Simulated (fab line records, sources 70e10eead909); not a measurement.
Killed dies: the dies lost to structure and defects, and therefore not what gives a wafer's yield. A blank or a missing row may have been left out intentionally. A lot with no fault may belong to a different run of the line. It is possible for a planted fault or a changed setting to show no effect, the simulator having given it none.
A struck lot beside a sound one || flow nandHarc || 25 out of 1302 route steps
Sound: wafers L574.3, L574.4, L574.5. Struck: wafers L577.2, L577.4 (left out: L577.1, a lot-mate that was not struck); the cause follows at the end.
Order at every step that has rows: each side's tool, ch and its chambers, its first start. Under that, the readings that differ: sound wafers || struck wafers || difference of the means || sigmas: that difference in standard deviations of wafers without a fault.
alike: readings with means less than 2 such deviations apart, plus words and numbers identical on both sides. not compared: withheld readings, readings lacking a value on some wafer, bounds such as >300 that could conceal the same value, and numbers that have no deviation in the record and whose values overlap.
Wherever a step has rows on one side only, a row that says differs or no value, or a row with sigmas, the two part there. Non-overlapping numbers with no deviation appear without sigmas and do not part them. A reading missing from all wafers of one side parts the sides only when that side holds two or more wafers.

NHARC_A_CHANNEL_HOLE_D1_ETCH_39: etches the open film in N2/H2, target depth 260 nm, time 325 s.
  sound: rieDiel-06 ch 0,2; struck: rieDiel-06 ch 1,3
  alike: drypumpMotorCurrentA, oesProductAu, rfVppV, showerheadPlenumPTorr, throttleValvePct
  not compared: rfHoursCounterH
NHARC_A_CHANNEL_HOLE_D1_ETCH_34: etches the open film in CF4/CHF3, target depth 154 nm, time 77 s.
  sound: rieDiel-06 ch 0,1,2; struck: rieDiel-06 ch 0,1
  alike: drypumpMotorCurrentA, oesProductAu, rfVppV, showerheadPlenumPTorr, throttleValvePct
  not compared: rfHoursCounterH
then, 1 step without rows for these wafers: NHARC_A_CHANNEL_HOLE_D1_ETCH_16 (etches the open film in O2/COS, target depth 3100 nm, time 806 s).
NHARC_A_CHANNEL_HOLE_D1_CD_MEAS_18:
  sound on cdSem-01 at day 11 03:05; struck on cdSem-03 at day 12 02:57
  alike: cdNm
then, 2 steps without rows for these wafers: NHARC_A_CHANNEL_HOLE_D1_ETCH_19 (etches the open film in C4F8/O2/Ar, time 34.5 s); NHARC_A_CHANNEL_HOLE_D1_ETCH_20 (etches the open film in C4F8/O2/Ar, time 361.9 s, target depth 1600 nm).
NHARC_A_CHANNEL_HOLE_D1_ETCH_21: etches the open film in C4F8/O2/Ar, time 514.3 s, target depth 1600 nm.
  sound on harEtch-02 ch 0,1, day 11 03:44; struck on harEtch-02 ch 1, day 12 03:27
  alike: drypumpMotorCurrentA, o2FlowSccm, showerheadPlenumPTorr, throttleValvePct
  not compared: rfHoursCounterH
then, 2 steps without rows for these wafers: NHARC_A_CHANNEL_HOLE_D1_ETCH_22 (etches the open film in C4F8/O2/Ar, time 666.7 s, target depth 1600 nm); NHARC_A_CHANNEL_HOLE_D1_ETCH_23 (etches the open film in C4F8/O2/Ar, time 819 s, target depth 1600 nm).
NHARC_A_CHANNEL_HOLE_D1_ETCH_24: etches the open film in C4F8/O2/Ar, time 906.2 s, target depth 1500 nm.
  sound on harEtch-02 ch 0,1, day 11 05:33; struck on harEtch-02 ch 1, day 12 05:10
  alike: drypumpMotorCurrentA, o2FlowSccm, showerheadPlenumPTorr, throttleValvePct
  not compared: rfHoursCounterH
then, 2 steps without rows for these wafers: NHARC_A_CHANNEL_HOLE_D1_ETCH_25 (etches the open film in C4F8/O2/Ar, time 1040.2 s, target depth 1500 nm); NHARC_A_CHANNEL_HOLE_D1_ETCH_26 (etches the open film in C4F8/O2/Ar, time 224.1 s, target depth 300 nm).
NHARC_A_CHANNEL_HOLE_D1_ETCH_33: etches the open film in C4F8/O2/Ar, time 90 s, target depth 400 nm.
  sound on harEtch-02 ch 0,1, day 11 07:11; struck on harEtch-02 ch 1, day 12 07:00
  alike: drypumpMotorCurrentA, o2FlowSccm, showerheadPlenumPTorr, throttleValvePct
  not compared: rfHoursCounterH
then, 3 steps without rows for these wafers: NHARC_A_CHANNEL_HOLE_D1_STRIP_41 (strips in N2/H2); NHARC_A_CHANNEL_HOLE_D1_STRIP_42 (strips in CF4/CHF3); NHARC_A_CHANNEL_HOLE_D1_STRIP_43 (strips in O2/COS).
NHARC_A_CHANNEL_HOLE_D1_ETCH_44: etches the open film in CF4/O2, target depth 140 nm, overetch 14 nm, time 77 s.
  sound on rieDiel-06 ch 0,1,3, day 11 07:53; struck on rieDiel-06 ch 1,3, day 12 07:45
  alike: drypumpMotorCurrentA, o2FlowSccm, oesProductAu, rfVppV, showerheadPlenumPTorr, throttleValvePct
  not compared: rfHoursCounterH
then, 3 steps without rows for these wafers: NHARC_A_CHANNEL_HOLE_D1_STRIP_27 (strips in O2); NHARC_A_CHANNEL_HOLE_D1_PRECLEAN_28 (cleans in SC1); NHARC_A_CHANNEL_HOLE_D1_SRD_29.
NHARC_A_CHANNEL_HOLE_D1_CD_MEAS_30:
  sound on cdSem-03 at day 11 08:41; struck on cdSem-03 at day 12 08:32
  alike: cdNm
following that, these wafers have no rows for 1 step: NHARC_A_CHANNEL_HOLE_D1_XSEM_31.
NHARC_A_CHANNEL_HOLE_D1_INSPECT_40:
  sound on defectInspect-01 at day 11 08:52; struck on defectInspect-02 at day 12 08:44
{"reading": "rawDefectCount", "sound": "131 140 109", "struck": "1149 1174", "difference": "+1035", "sigmas": "+38"}
then, 1 step without rows for these wafers: NHARC_A_CHANNEL_FILL_D1_PRECLEAN_00 (cleans in SC1).
-- the record jumps here: 16 days lie between the struck wafers' starts before and after (it left off in module A_CHANNEL_FILL_D1 and takes up again in module END, whose first step shown is number 1302 of the route) --
NHARC_END_SORT_01:
  the record has rows for the struck wafers here (prober-01 ch 0, day 28 05:09) and none for the sound ones

## WHERE THEY PART
First at NHARC_A_CHANNEL_HOLE_D1_INSPECT_40; last, within this record, at NHARC_END_SORT_01.

WHY: what the simulator had put in
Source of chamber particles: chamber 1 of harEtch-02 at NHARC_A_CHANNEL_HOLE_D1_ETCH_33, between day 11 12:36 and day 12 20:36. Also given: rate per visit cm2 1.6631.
